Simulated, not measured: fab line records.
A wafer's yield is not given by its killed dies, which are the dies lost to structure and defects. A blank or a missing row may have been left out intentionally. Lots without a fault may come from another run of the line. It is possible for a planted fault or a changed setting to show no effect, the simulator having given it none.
Matching of chambers    flow nand-harc    NHARC_A_BONDPAD_ETCH_34 on rie-diel-06 has 4 sister chambers
The step etches the open film in N2/H2, target depth 60 nm, overetch 18 nm, time 65.91 s. 8 wafers are shown with their chamber, then 8 later ones without.

== WAFERS WITH THEIR CHAMBER ==
wafer   chamber  rf-vpp-V (V)  oes-product-au (a.u.)
L141.1  1        425.2         0.992
L145.5  2        429.8         0.992
L145.6  1        426.4         1.023
L148.4  3        429.6         0.998
L151.1  0        434.8         0.976
L151.2  2        431.0         0.974
L151.4  3        430.3         0.988
L153.1  0        434.8         0.987

== WAFERS WITHOUT THEIR CHAMBER ==
wafer   rf-vpp-V (V)  oes-product-au (a.u.)
L153.3  430.5         0.985
L153.6  427.0         1.013
L155.1  425.5         1.015
L155.4  431.7         0.990
L159.3  430.1         0.982
L159.6  426.8         0.999
L158.2  431.8         0.984
L158.5  429.5         1.019

== EACH ONE'S CHAMBER ==
wafer   from the rows above      in truth
L153.3  can't be placed: 2 or 3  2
L153.6  1                        1
L155.1  1                        1
L155.4  can't be placed: 2 or 3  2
L159.3  can't be placed: 2 or 3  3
L159.6  1                        1
L158.2  can't be placed: 2 or 3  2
L158.5  can't be placed: 3 or 2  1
Correct placement for 3 of the 8. These rows do not allow placing 5 (true chamber among the candidates in 4). Number placed wrongly: 0.
How it was worked out, from the rows above alone: a wafer's distance from a chamber is the root of the sum, over the readings, of the square of ((its reading less the chamber's mean) divided by the reading's scatter). If the next closest chamber is less than 2 further off than the closest, the wafer can't be placed; otherwise it belongs to the closest. The mean given for a chamber averages the wafers shown for that chamber. How the scatter is found: for the shown wafers, subtract from each reading the mean of its chamber, square and add these, divide the total by (wafers less chambers), then take the root.
